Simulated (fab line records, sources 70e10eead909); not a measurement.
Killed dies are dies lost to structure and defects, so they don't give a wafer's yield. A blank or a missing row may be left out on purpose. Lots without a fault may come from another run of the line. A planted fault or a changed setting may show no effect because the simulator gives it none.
fab line records | flow nand_harc
record lots=12 wafers=36 last_day=24
route steps=1159 shown A_M1@1043 A_BONDPAD@1059 THIN_TSV@1107 END@1159
lots that met no fault: from a run of the same line without faults
start_h: hours from the record's first day to the start of the lot's first wafer shown | wait_h: hours since the lot's step before | " the same as in the row above | L1.1+2: a row that stands for several wafers | - no value, or no start given | * or withheld: withheld | < > ~ a bound
route shown NAME@n: a module of which the file shows steps, and the number in the route of the first | usual: mean/standard deviation of fault-free wafers | same: alike in all rows | chamber/n: place in a boat | sites: the reading at each site | _std_site: their standard deviation | _edge_site: outer sites' mean less inner sites' | radius_mm: how far each site lies from the wafer's centre | mask NAME#n: copy n | behind: the tool/chamber that last shaped the wafer | hold: why the lot was held/for how many hours/how that ended | device: the transistor (n, p or np) that didn't switch | end of line: the same wafers' tests at the end of the route | a step without rows: its recipe alone | killed: dies lost to structure and defects at the first sort, not the wafer's yield | map: a wafer's dies, x killed, . not, _ none there
set.NAME: the setting as run; set.NAME@STEP: as run at that earlier step | model.NAME: the simulator's own value behind a step, which no gauge read
steps of the route over a sample of lots; a table a step, a row a wafer
services: from which hour (start_h, from the record's first day; less than 0 if before it) a tool's chamber was out of use, for how many hours, and why
## steps
# step NHARC_A_M1_STRIP_18
# recipe power_w=1000 n2_flow_sccm=150 h2_flow_sccm=150 ar_flow_sccm=0 bias_w=0 chemistry=N2/H2
# usual drypump_motor_current_A=5.5/0.4 oes_product_au=1.003/0.0081 rf_vpp_V=90.7/1 showerhead_plenum_p_Torr=2.04/0.096 throttle_valve_pct=14.172/0.0093
# columns lot.wafer tool chamber start_h wait_h drypump_motor_current_A oes_product_au rf_hours_counter_h rf_vpp_V showerhead_plenum_p_Torr throttle_valve_pct
L629.3 rie_diel-06 3 410.36 0.1 5.0 1.005 15 90.6 1.90 14.178
L629.4 " 1 " " 6.0 0.994 14 90.7 1.89 14.166
L629.6 " 3 " " 5.0 1.002 - 89.5 1.90 14.172
L631.1 rie_diel-10 3 413.86 0.1 5.4 0.991 1 92.1 2.13 14.166
L631.4 " 0 " " 5.2 1.009 1 90.0 2.07 14.171
L631.3 " 2 " " 6.2 1.002 2 90.8 2.02 14.179
L632.4 rie_diel-10 2 444.02 0.1 6.2 1.004 2 90.4 2.02 14.185
L632.5 " 3 " " 5.4 0.994 - 92.4 2.13 14.177
L632.6 " 0 " " 5.2 0.995 - 91.1 2.07 14.177
L633.1 rie_diel-10 1 445.60 0.2 4.9 1.005 2 91.8 2.18 14.172
L633.5 " 2 " " 6.1 0.997 - 89.2 2.02 14.174
L633.6 " 3 " " 5.4 0.991 - 92.1 2.13 14.173
L635.1 rie_diel-05 3 456.56 0.1 5.4 1.012 6 90.8 2.04 14.158
L635.5 " 2 " " 5.5 1.005 - 92.3 2.05 14.184
L635.6 " 3 " " 5.4 1.014 - 89.1 2.04 14.169
L637.3 rie_diel-05 1 465.83 0.1 5.6 1.008 6 92.1 2.02 14.178
L637.1 " 3 " " 5.4 1.014 7 91.2 2.04 14.168
L637.5 " 0 " " 5.2 1.011 - 89.5 2.14 14.184
L639.2 rie_diel-05 0 480.98 0.1 5.2 1.012 8 91.2 2.14 14.162
L639.3 " 1 " " 5.6 1.007 8 90.7 2.02 14.187
L639.5 " 1 " " 5.6 1.007 - 91.1 2.02 14.180
L643.2 rie_diel-10 2 496.54 0.1 6.2 1.003 3 91.5 2.02 14.164
L643.4 " 0 " " 5.2 0.994 3 90.5 2.07 14.171
L643.5 " 1 " " 4.9 1.011 - 91.2 2.18 14.160
L644.1 rie_diel-05 3 513.50 0.1 5.4 1.017 11 89.4 2.04 14.169
L644.3 " 2 " " 5.5 1.028 10 89.9 2.05 14.183
L644.5 " 3 " " 5.4 1.008 - 90.5 2.04 14.171
L646.3 rie_diel-10 0 519.55 0.1 5.2 0.990 3 91.4 2.07 14.171
L646.1 " 1 " " 4.9 1.001 4 91.8 2.18 14.180
L646.4 " 3 " " 5.4 0.993 4 91.4 2.13 14.167
L648.1 rie_diel-06 1 527.23 0.1 6.1 1.000 8 89.6 1.88 14.166
L648.2 " 3 " " 5.0 1.003 8 89.9 1.89 14.164
L648.5 " 1 " " 6.1 1.002 - 90.2 1.88 14.184
L650.4 rie_diel-06 0 528.31 0.1 5.9 1.000 8 92.2 2.12 14.157
L650.1 " 3 " " 5.1 1.008 8 90.9 1.89 14.179
L650.6 " 0 " " 5.9 1.002 - 90.1 2.12 14.174
# step NHARC_A_BONDPAD_DEP_00
# recipe target_thk_a=2500 temp_c=370 target_thk_nm=250 pressure_torr=3 flow_sccm=200 rf_w=450 material=SiCN
# usual heater_power_w=551/59 susceptor_temp_C=369.98/0.22
# columns lot.wafer tool chamber start_h wait_h heater_power_w susceptor_temp_C
L629.3 pecvd-02 2 413.29 - 638 370.02
L629.4 " 0 " " 463 369.53
L629.6 " 1 " " 564 370.28
L631.1 pecvd-03 0 416.92 - 509 369.74
L631.3 " 2 " " 542 370.17
L631.4 " 0 " " 505 370.10
L632.5 pecvd-03 1 447.00 - 686 370.18
L632.4 " 2 " " 436 369.74
L632.6 " 0 " " 452 370.16
L633.1 pecvd-03 1 448.48 - 586 369.72
L633.6 " 0 " " 512 370.26
L633.5 " 2 " " 552 369.93
L635.1 pecvd-02 0 459.48 - 512 369.54
L635.5 " 0 " " 507 369.84
L635.6 " 1 " " 553 369.79
L637.3 pecvd-03 0 469.05 - 541 369.92
L637.1 " 1 " " 629 369.64
L637.5 " 2 " " 559 369.61
L639.3 pecvd-02 0 484.33 - 477 369.92
L639.2 " 1 " " 542 370.24
L639.5 " 1 " " 551 369.68
L643.2 pecvd-03 1 499.94 - 663 370.06
L643.4 " 0 " " 556 369.74
L643.5 " 1 " " 681 369.71
L644.1 pecvd-01 2 516.83 - 557 370.40
L644.3 " 1 " " 488 370.00
L644.5 " 2 " " 560 369.99
L646.3 pecvd-01 0 522.52 - 579 370.21
L646.1 " 1 " " 548 370.12
L646.4 " 0 " " 587 369.72
L648.2 pecvd-01 0 530.16 - 491 369.90
L648.1 " 1 " " 524 370.13
L648.5 " 0 " " 525 370.19
L650.1 pecvd-03 1 531.26 - 671 369.91
L650.6 " 0 " " 546 369.83
L650.4 " 2 " " 538 370.02
# step NHARC_A_BONDPAD_CMP_29
# recipe target_thk_nm=200 material=SiCN
# usual motor_current_A=12.2/1.2
# columns lot.wafer tool chamber start_h wait_h motor_current_A
L629.4 cmp-03 1 413.69 - 11.7
L629.3 " 2 " " 12.8
L629.6 " 2 " " 13.2
L631.1 cmp-04 0 417.33 - 10.7
L631.4 " 1 " " 10.9
L631.3 " 2 " " 10.7
L632.4 cmp-03 3 447.35 - 13.8
L632.6 " 0 " " 12.7
L632.5 " 1 " " 12.2
L633.1 cmp-03 1 448.92 - 12.2
L633.6 " 2 " " 12.9
L633.5 " 3 " " 13.5
L635.1 cmp-03 0 459.87 - 13.1
L635.5 " 3 " " 14.0
L635.6 " 0 " " 13.1
L637.1 cmp-03 0 469.43 - 12.1
L637.3 " 1 " " 12.9
L637.5 " 3 " " 13.3
L639.3 cmp-01 2 484.72 - 10.3
L639.2 " 3 " " 11.1
L639.5 " 2 " " 10.2
L643.2 cmp-03 3 500.26 - 12.4
L643.4 " 0 " " 12.9
L643.5 " 3 " " 12.9
L644.3 cmp-01 1 517.23 - 12.2
L644.1 " 0 " " 12.5
L644.5 " 1 " " 12.3
L646.1 cmp-03 1 522.88 - 12.6
L646.4 " 2 " " 13.5
L646.3 " 3 " " 13.9
L648.2 cmp-04 0 530.57 - 11.0
L648.1 " 3 " " 13.5
L648.5 " 0 " " 11.3
L650.1 cmp-04 0 531.63 - 11.5
L650.4 " 3 " " 12.8
L650.6 " 1 " " 11.8
# step NHARC_THIN_TSV_DEP_43
# recipe target_thk_a=13285 temp_c=withheld pressure_torr=6.5 rf_w=900 teos_flow_sccm=161.4 flow_sccm=2650 target_thk_nm=1328.5 gas=O2 material=SiO2
# usual throttle_valve_pct=15.8/0.45
# columns lot.wafer tool chamber start_h wait_h throttle_valve_pct
L629.3 pecvd-03 0 431.10 - 15.6
L629.4 " 0 " " 15.6
L629.6 " 1 " " 15.9
L631.1 pecvd-02 0 433.44 - 16.4
L631.3 " 1 " " 16.1
L631.4 " 0 " " 16.3
L632.6 pecvd-03 2 462.59 - 15.5
L632.5 " 0 " " 15.2
L632.4 " 1 " " 16.0
L633.1 pecvd-04 1 463.74 - 15.5
L633.5 " 2 " " 15.9
L633.6 " 1 " " 15.5
L635.1 pecvd-02 1 476.43 - 16.0
L635.6 " 1 " " 16.6
L635.5 " 2 " " 15.4
L637.3 pecvd-04 0 489.96 - 15.5
L637.1 " 1 " " 15.7
L637.5 " 1 " " 15.5
L639.3 pecvd-02 0 502.88 - 16.3
L639.2 " 1 " " 16.4
L639.5 " 0 " " 16.4
L643.2 pecvd-04 0 515.57 - 15.5
L643.4 " 2 " " 16.0
L643.5 " 1 " " 15.4
L644.3 pecvd-03 0 532.59 - 14.6
L644.1 " 1 " " 15.9
L644.5 " 0 " " 14.8
L646.1 pecvd-02 0 538.62 - 16.1
L646.3 " 2 " " 15.7
L646.4 " 0 " " 16.0
L648.2 pecvd-02 1 546.67 - 16.0
L648.1 " 2 " " 15.9
L648.5 " 1 " " 16.1
L650.1 pecvd-04 1 547.89 - 15.4
L650.4 " 1 " " 15.8
L650.6 " 2 " " 16.3
# step NHARC_END_SORT_01
# recipe temp_c=25
# usual defect_limited_yield=95.2/1.9 killed_at_array=29/13 killed_at_other=0.7/1 killed_at_periphery=3.2/2.3 killed_dies=33/13 killed_open=3.3/1.7 killed_short=2.0/1.5 sort_bin_2_pct=1.5/0.8 sort_bin_3_pct=0.27/0.22 sort_bin_4_pct=3.0/1.1 sort_n_pass=644/13 sort_rim_yield_pct=96.0/2.9 sort_yield_pct=95.2/1.9
# same gross_dies=677 sort_bin_5_pct[%]=0 sort_bin_6_pct[%]=0 sort_bin_7_pct[%]=0 sort_bin_8_pct[%]=0 sort_rim_n_gross=106.00
# columns lot.wafer tool chamber start_h wait_h defect_limited_yield[%] killed_at_array killed_at_other killed_at_periphery killed_dies killed_open killed_short sort_bin_2_pct[%] sort_bin_3_pct[%] sort_bin_4_pct[%] sort_n_pass sort_rim_yield_pct[%] sort_yield_pct[%]
L637.1 prober-02 0 505.63 2.5 92.9 47 0 1 48 3 0 2.2 0.15 4.7 629 99.1 92.9
L637.3 prober-02 0 507.21 3.1 93.2 45 0 1 46 5 2 2.2 0.44 4.1 631 93.4 93.2
L637.5 prober-02 0 508.79 3.7 93.8 41 0 1 42 5 2 2.1 0.15 4.0 635 97.2 93.8
L639.2 prober-01 0 518.99 2.8 87.3 81 0 5 86 3 1 4.9 2.95 4.9 591 88.7 87.3
L639.3 prober-01 0 519.78 3.1 83.2 113 1 0 114 5 0 6.8 2.22 7.8 563 90.6 83.2
L639.5 prober-01 0 521.36 3.6 84.0 107 0 1 108 2 1 6.6 2.66 6.6 569 89.6 84.0
L644.1 prober-01 0 548.24 2.5 86.9 87 2 0 89 1 0 7.4 1.18 4.6 588 96.2 86.9
L644.3 prober-01 0 549.84 3.1 85.2 94 3 3 100 3 1 6.1 1.77 6.9 577 95.3 85.2
L644.5 prober-01 0 551.45 3.7 84.8 95 3 5 103 2 2 6.6 2.95 5.6 574 97.2 84.8
# killed by level:class
L637.1 A_SLIT:chamber_film_flake=19 A_CHANNEL_HOLE_D1:chamber_film_flake=11 A_CONTACT:chamber_film_flake=8 A_STAIRCASE:chamber_film_flake=5 A_M0:geometric_particle:open=2 A_M1:geometric_particle:open=1 P_STI:chamber_film_flake=1 A_BLC:chamber_film_flake=1
L637.3 A_CHANNEL_HOLE_D1:chamber_film_flake=16 A_SLIT:chamber_film_flake=9 A_CONTACT:chamber_film_flake=7 A_STAIRCASE:chamber_film_flake=5 P_M1:geometric_particle:open=1 A_CHANNEL_FILL_D1:geometric_particle:open=1 A_WL_FILL:geometric_particle:short=1 A_BLC:geometric_particle:open=1
L637.5 A_SLIT:chamber_film_flake=17 A_CHANNEL_HOLE_D1:chamber_film_flake=14 A_STAIRCASE:chamber_film_flake=2 P_CONTACT:geometric_particle:open=1 A_SOURCE_PLATE:geometric_particle:short=1 A_ONON_D1:geometric_particle:open=1 A_CHANNEL_FILL_D1:geometric_particle:short=1 A_CHANNEL_FILL_D1:geometric_particle:open=1
L639.2 A_M1:unspecified=54 A_SLIT:chamber_film_flake=15 A_CHANNEL_HOLE_D1:chamber_film_flake=5 A_CONTACT:chamber_film_flake=4 P_CONTACT:geometric_particle:open=1 P_CONTACT:geometric_particle:short=1 A_WL_FILL:geometric_particle:open=1 A_CONTACT:geometric_particle:open=1
L639.3 A_M1:unspecified=73 A_CHANNEL_HOLE_D1:chamber_film_flake=19 A_SLIT:chamber_film_flake=10 A_CONTACT:chamber_film_flake=3 A_BLC:geometric_particle:open=2 A_ZERO_WELL:chamber_film_flake=2 A_ONON_D1:geometric_particle:open=1 A_M1:geometric_particle:open=1
L639.5 A_M1:unspecified=69 A_CHANNEL_HOLE_D1:chamber_film_flake=21 A_SLIT:chamber_film_flake=11 A_ZERO_WELL:chamber_film_flake=2 A_CONTACT:chamber_film_flake=2 P_CONTACT:geometric_particle:open=1 A_ONON_D1:geometric_particle:short=1 A_M0:geometric_particle:open=1
L644.1 A_M1:unspecified=70 A_CHANNEL_HOLE_D1:chamber_film_flake=14 THIN_TSV:chamber_film_flake=2 A_CONTACT:geometric_particle:open=1 A_STAIRCASE:chamber_film_flake=1 A_CONTACT:chamber_film_flake=1
L644.3 A_M1:unspecified=68 A_CHANNEL_HOLE_D1:chamber_film_flake=19 A_CONTACT:chamber_film_flake=5 THIN_TSV:chamber_film_flake=3 P_CONTACT:geometric_particle:open=2 A_ONON_D1:geometric_particle:short=1 A_WL_FILL:geometric_particle:open=1 P_GATE:chamber_film_flake=1
L644.5 A_M1:unspecified=74 A_CHANNEL_HOLE_D1:chamber_film_flake=19 P_STI:chamber_film_flake=3 THIN_TSV:chamber_film_flake=3 P_CONTACT:geometric_particle:open=1 P_M0:geometric_particle:short=1 A_SGD_CUT:geometric_particle:short=1 A_CONTACT:geometric_particle:open=1
## services
# columns tool chamber start_h hours kind
rie_diel-06 0 392.97 1.4 repair
cmp-04 - 399.21 4.0 pm
pecvd-01 2 401.50 17.3 repair
rie_diel-05 2 409.45 5.8 repair
rie_diel-05 3 413.96 3.0 repair
rie_diel-06 0 417.45 6.4 repair
rie_diel-06 - 418.20 9.0 pm
pecvd-01 - 418.21 13.0 pm
pecvd-02 2 446.75 8.0 repair
cmp-03 - 453.80 4.0 pm
pecvd-01 - 457.06 0.3 repair
cmp-03 - 462.32 0.6 repair
rie_diel-10 2 467.78 4.6 repair
pecvd-03 - 473.59 13.0 pm
rie_diel-06 - 476.07 0.1 repair
rie_diel-10 0 478.53 10.4 repair
cmp-03 - 488.37 0.3 repair
pecvd-03 1 504.99 24.2 repair
rie_diel-05 0 511.62 15.7 repair
cmp-03 - 514.11 0.7 repair
pecvd-02 - 515.00 13.0 pm
rie_diel-05 - 517.29 0.2 repair
rie_diel-05 - 517.74 9.0 pm
rie_diel-10 - 530.50 9.0 pm
## key
first_sign step=NHARC_END_SORT_01 reading=killed_at_array direction=up sigmas=5.3 usual=29 struck=96
effect step=NHARC_END_SORT_01 reading=defect_limited_yield direction=down sigmas=5.2 usual=95.2 struck=85.2
more_kills_born_at NHARC_A_M1_STRIP_18@rie_diel-05=408
met_at NHARC_A_M1_STRIP_18
struck_lots L639,L644
not_acting_at NHARC_A_BONDPAD_DEP_00,NHARC_A_BONDPAD_CMP_29,NHARC_THIN_TSV_DEP_43
onset_between 465.83 480.98
fault kind=chamber_particle_source tool=rie_diel-05 chamber=- onset_h=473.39 steps=NHARC_A_M1_STRIP_18 rate_per_visit_cm2=0.46215 end_h=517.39
